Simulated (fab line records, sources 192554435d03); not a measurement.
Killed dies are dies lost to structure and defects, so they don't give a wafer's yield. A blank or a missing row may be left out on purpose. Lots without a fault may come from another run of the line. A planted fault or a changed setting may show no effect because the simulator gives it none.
A struck lot beside a sound one | flow n5_finfet | 34 steps out of a route of 1938
Sound: wafers L213.3, L213.5, L213.6. Struck: wafer L206.1. (L206.3, L206.6 of the same lot were not struck and are left out.) The cause comes at the end.
At each step with rows: each side's tool, then ch and its chambers, then its first start. Under that, the readings that differ: sound wafers | struck wafers | difference of the means | sigmas: that difference in standard deviations of wafers without a fault.
alike: readings whose means differ by less than 2 such deviations, and words and numbers that are the same on both sides. not compared: withheld readings, readings that some wafer has no value for, bounds like >300 that may hide the same value, and numbers for which the record gives no deviation and whose values overlap.
The two part at a step that has a row with sigmas, a row that says differs or no value, or rows on one side only. Numbers that don't overlap but have no deviation are shown without sigmas and don't part them. A reading that every wafer of one side lacks parts them only if that side has two wafers or more.

first, 11 steps without rows for these wafers: N5_BEOL_M13_STRIP_69 (strips in N2/H2); N5_BEOL_M13_TRENCH_ETCH_34 (etches SiOC in C4F8/O2/Ar, target depth 413.47 nm, time 162.6 s); N5_BEOL_M13_STRIP_70 (strips in C4F8/O2/Ar); N5_BEOL_M13_STRIP_37 (strips in N2/H2); N5_BEOL_M13_ETCH_38 (etches SiCN in CF4/N2, target depth 67.5 nm, time 71.9 s); N5_BEOL_M13_PRECLEAN_39 (cleans in residue remover, time 60 s); N5_BEOL_M13_SRD_40 (time 30 s, dry time 30 s); N5_BEOL_M13_DEGAS_41 (time 60 s); N5_BEOL_M13_PRE_CLEAN_42 (time 30 s); N5_BEOL_M13_SPUTTER_43 (material TaN, target thk 15 nm, time 24.19 s); N5_BEOL_M13_SPUTTER_44 (material Ta, target thk 10 nm, time 16.13 s).
N5_BEOL_M13_SPUTTER_45: material Cu, target thk 80 nm, time 13.33 s.
  sound on pvd_sputter-03, day 19 01:34; struck on pvd_sputter-02, day 16 08:47
  alike: throttle_valve_pct
then, 21 steps without rows for these wafers: N5_BEOL_M13_ECD_47 (material Cu, target thk 936 nm); N5_BEOL_M13_ANNEAL_48 (time 90 s); N5_BEOL_M13_CMP_49 (polishes, stops on SiOC, t overpolish 17.1 s, target thk 420 nm); N5_BEOL_M13_PRE_CLEAN_52 (time 15 s); N5_BEOL_M13_DEP_53 (deposits SiCN from 3MS/NH3, target thk 50 nm, time 17.8 s); N5_BEOL_M14_ILD_DEP_00 (deposits SiO2 from TEOS/O2, target thk 1119.3 nm, time 237.4 s); N5_BEOL_M14_COAT_58 (time 60 s, resist thk 89 nm); N5_BEOL_M14_COAT_04 (resist thk 800 nm); N5_BEOL_M14_EBR_06; N5_BEOL_M14_SOFTBAKE_05 (time 60 s); N5_BEOL_M14_EXPOSE_07 (exposes mask V13); N5_BEOL_M14_PEB_08 (peb time 90 s); N5_BEOL_M14_DEVELOP_09 (develop time 45 s); N5_BEOL_M14_HARDBAKE_14 (time 120 s); N5_BEOL_M14_DESCUM_15 (chemistry O2, time 7.9 s); N5_BEOL_M14_ETCH_59 (etches BARC in N2/H2, target depth 89 nm, overetch 26.7 nm, time 67.9 s); N5_BEOL_M14_VIA_ETCH_16 (etches SiO2 in C4F8/O2/Ar, target depth 1231.3 nm); N5_BEOL_M14_STRIP_63 (strips in O2); N5_BEOL_M14_STRIP_64 (strips in O2); N5_BEOL_M14_STRIP_71 (strips in post etch residue remover, time 60 s); N5_BEOL_M14_SRD_72 (time 30 s, dry time 30 s).
N5_PASSIVATION_PROBE_49:
  the record has rows for the struck wafers here (prober-02, day 17 11:49) and none for the sound ones

WHERE THEY PART
Only at N5_PASSIVATION_PROBE_49, within this record.

WHY: what the simulator had put in
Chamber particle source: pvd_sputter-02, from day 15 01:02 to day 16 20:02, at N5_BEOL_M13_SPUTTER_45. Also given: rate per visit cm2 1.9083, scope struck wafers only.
